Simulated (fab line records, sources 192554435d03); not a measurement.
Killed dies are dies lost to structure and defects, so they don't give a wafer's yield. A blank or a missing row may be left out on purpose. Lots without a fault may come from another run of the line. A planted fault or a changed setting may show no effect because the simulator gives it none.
Which tool did it? | flow n5_finfet | 8 lots, 22 wafers sampled, at 5 steps of a route of 1938

WHAT THE GAUGES READ, wafer by wafer
N5_BEOL_M1_OCD_MEAS_38.
lot  | measured     | on     | trench_depth_nm (nm)
L674 | day 6 07:35  | ocd-02 | 55.8 55.8 55.7
L676 | day 6 13:28  | ocd-01 | 56.0 55.9 56.9
L678 | day 7 04:21  | ocd-02 | 56.7 39.4
L684 | day 8 19:25  | ocd-02 | 55.1 38.2
L694 | day 11 05:17 | ocd-01 | 57.9 54.8 57.9
L695 | day 11 12:13 | ocd-02 | 55.3 56.9 57.0
L696 | day 12 05:05 | ocd-01 | 58.6 55.7 55.0
L697 | day 12 05:07 | ocd-02 | 55.1 55.9 54.8

WHICH TOOL RAN EACH LOT (tool, then ch and the chambers of the sampled wafers, then the start)
lot  | N5_BEOL_M1_VIA_ETCH_34             | N5_BEOL_M1_TRENCH_ETCH_37          | N5_BEOL_M1_ETCH_41                            | N5_BEOL_M1_STRIP_97
L674 | rie_diel-03 ch 2,3, day 6 07:19    | rie_diel-03 ch 2,3, day 6 07:25    | rie_diel-03 ch 2,3, day 6 07:35 or earlier    | rie_diel-03 ch 2,3, day 6 07:35 or earlier
L676 | rie_diel-03 ch 0,2, day 6 13:13    | rie_diel-03 ch 0,2, day 6 13:19    | rie_diel-03 ch 0,2, day 6 13:28 or earlier    | rie_diel-03 ch 0,2, day 6 13:28 or earlier
L678 | rie_diel-03 ch 0,2, day 7 04:05    | rie_diel-03 ch 0,2, day 7 04:11    | rie_diel-03 ch 0,2, day 7 04:21 or earlier    | rie_diel-03 ch 0,2, day 7 04:21 or earlier
L684 | rie_diel-03 ch 0,2, day 8 19:10    | rie_diel-03 ch 0,2, day 8 19:16    | rie_diel-03 ch 0,2, day 8 19:25 or earlier    | rie_diel-03 ch 0,2, day 8 19:25 or earlier
L694 | rie_diel-03 ch 1,2, day 11 05:02   | rie_diel-03 ch 1,2, day 11 05:08   | rie_diel-03 ch 1,2, day 11 05:17 or earlier   | rie_diel-03 ch 1,2, day 11 05:17 or earlier
L695 | rie_diel-03 ch 0,1, day 11 11:58   | rie_diel-03 ch 0,1, day 11 12:04   | rie_diel-03 ch 0,1, day 11 12:13 or earlier   | rie_diel-03 ch 0,1, day 11 12:13 or earlier
L696 | rie_diel-03 ch 0,1, day 12 04:49   | rie_diel-03 ch 0,1, day 12 04:55   | rie_diel-03 ch 0,1, day 12 05:05 or earlier   | rie_diel-03 ch 0,1, day 12 05:05 or earlier
L697 | rie_diel-06 ch 1,2,3, day 12 04:52 | rie_diel-06 ch 1,2,3, day 12 04:58 | rie_diel-06 ch 1,2,3, day 12 05:07 or earlier | rie_diel-06 ch 1,2,3, day 12 05:07 or earlier
- N5_BEOL_M1_VIA_ETCH_34: etches the open film in C4F6/O2, target depth 67.8 nm, time 64.4 s.
- N5_BEOL_M1_TRENCH_ETCH_37: etches SiOC in C4F6/O2, target depth 55.207 nm, time 29 s.
- N5_BEOL_M1_ETCH_41: etches SiCN in CH3F/O2, target depth 31.9 nm, time 57.8 s.
- N5_BEOL_M1_STRIP_97: strips in N2/H2, time 10 s.

THE ANSWER, worked out from the rows above alone
Rule: what is usual is taken from the lots themselves. Put in order of their means at a reading, lots are off if they are a third of the lots or fewer, leave a main group of 4 or more, and stand apart from it by a gap of 3 or more times the standard deviation of the main group's means; of several such gaps the widest counts. A main group whose means are all the same, to the digits that the tables above print for the reading, isn't used. A lot without any number at a reading at which 4 lots or more have one is off too. The other lots that the step has rows for count as sound.
Off: L678, L684, at N5_BEOL_M1_OCD_MEAS_38 (trench_depth_nm). The main group: mean 56.2 nm, standard deviation 0.52.
A tool fits if, at a process step before that reading, it ran every lot that is off, and no sound lot after the first of them. The gauges at N5_BEOL_M1_OCD_MEAS_38 are tried like those tools. N5_BEOL_M1_ETCH_41 gives no start for some lots, so the hours and the order of its lots are those of N5_BEOL_M1_OCD_MEAS_38. N5_BEOL_M1_STRIP_97 gives no start for some lots, so the hours and the order of its lots are those of N5_BEOL_M1_OCD_MEAS_38. None of those tried fits.

WHAT THE SIMULATOR HAD PUT IN
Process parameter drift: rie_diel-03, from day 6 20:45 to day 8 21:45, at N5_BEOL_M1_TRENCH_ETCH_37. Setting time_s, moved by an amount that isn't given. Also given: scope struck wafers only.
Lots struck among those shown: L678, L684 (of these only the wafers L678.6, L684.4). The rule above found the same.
